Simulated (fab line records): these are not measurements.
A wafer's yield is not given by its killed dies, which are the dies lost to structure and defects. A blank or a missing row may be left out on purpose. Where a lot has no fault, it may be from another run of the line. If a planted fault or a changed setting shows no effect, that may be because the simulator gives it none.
Which tool was responsible?	flow nand harc	10 lots with 30 wafers sampled at 4 steps, on a route of 1159 steps

WHAT EACH GAUGE READ, for each wafer
NHARC_P_M0_CD_MEAS_09 targets a cd of 90 nm.
lot	measured	on	cd nm (nm)
L445	day 5 23:07	cd sem-03	89.8 90.4 90.3
L446	day 6 08:17	cd sem-03	90.6 90.6 88.9
L447	day 6 08:47	cd sem-01	89.9 90.4 90.6
L450	day 7 12:17	cd sem-03	89.6 89.8 89.2
L453	day 7 18:33	cd sem-01	90.9 91.6 90.7
L455	day 8 03:31	cd sem-02	89.4 90.3 90.4
L458	day 9 00:02	cd sem-02	89.8 90.6 90.4
L463	day 10 16:48	cd sem-03	104.5 105.6 106.4 104.3 105.7 106.0
L466	day 11 05:44	cd sem-02	102.9 102.8 102.8 103.2 102.8 102.6
L468	day 11 14:50	cd sem-02	90.2 90.5 90.5

WHICH TOOL RAN EACH LOT (tool, then ch and the chambers of the sampled wafers, then the start)
lot	NHARC_P_CONTACT_CMP_01	NHARC_P_CONTACT_ETCH_35	NHARC_P_M0_PEB_07
L445	cmp-02 ch 2,3, day 5 13:11	rie diel-02 ch 1,3, day 5 14:17	litho track-04 ch 0, day 5 23:02
L446	cmp-04 ch 0,2, day 5 23:14	rie diel-07 ch 0,1,3, day 6 00:11	litho track-01 ch 0, day 6 08:12
L447	cmp-01 ch 2,3, day 5 23:41	rie diel-13 ch 0,1,3, day 6 00:46	litho track-06 ch 0, day 6 08:43
L450	cmp-01 ch 1,3, day 7 06:22	rie diel-13 ch 0,1, day 7 07:19	litho track-06 ch 0, day 7 12:13
L453	cmp-04 ch 0,1,2, day 7 13:22	rie diel-13 ch 0,1,2, day 7 14:30	litho track-01 ch 0, day 7 18:28
L455	cmp-04 ch 0,2, day 7 18:05	rie diel-13 ch 0,1,2, day 7 19:10	litho track-04 ch 0, day 8 03:26
L458	cmp-02 ch 0,2,3, day 8 18:56	rie diel-13 ch 0,1,2, day 8 20:01	litho track-06 ch 0, day 8 23:58
L463	cmp-01 ch 0,2, day 10 09:31	rie diel-13 ch 0,2,3, day 10 10:36	litho track-01 ch 0, day 10 16:43
L466	cmp-01 ch 0,1,3, day 10 20:43	rie diel-13 ch 0,2,3, day 10 21:49	litho track-01 ch 0, day 11 05:40
L468	cmp-01 ch 1,2,3, day 11 09:35	rie diel-13 ch 0,2,3, day 11 10:30	litho track-06 ch 0, day 11 14:44
- NHARC_P_CONTACT_CMP_01: polishes SiO2, target thk 200 nm.
- NHARC_P_CONTACT_ETCH_35: etches the open film in CF4, target depth 39 nm, time 65 s.
- NHARC_P_M0_PEB_07: peb time 65 s.

THE ANSWER, worked out from the rows above alone
Rule: the lots themselves supply what counts as usual. Put in order of their means at a reading, lots are off if they are a third of the lots or fewer, leave a main group of 4 or more, and stand apart from it by a gap of 3 or more times the standard deviation of the main group's means; of several such gaps the widest counts. The tables above print the reading to a certain number of digits; a main group whose means all agree to those digits is not used. A lot without any number at a reading at which 4 lots or more have one is off too. Any other lot the step has rows for is counted as sound.
Off at NHARC_P_M0_CD_MEAS_09 (cd nm): L463, L466. The main group: mean 90.2 nm, standard deviation 0.4.
A tool fits if, at a process step before that reading, it ran every lot that is off, and no sound lot after the first of them. The gauges at NHARC_P_M0_CD_MEAS_09 are tried like those tools. One fits: NHARC_P_M0_PEB_07 on litho track-01. Its last sound lot is L453 (day 7 18:28), its first lot that is off L463 (day 10 16:43): a fault that began between those two fits.

WHAT THE SIMULATOR HAD PUT IN
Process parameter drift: litho track-01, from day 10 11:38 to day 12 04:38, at NHARC_P_M0_PEB_07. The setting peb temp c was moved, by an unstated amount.
Shown lots that were struck: L463, L466. Same finding as the rule above.
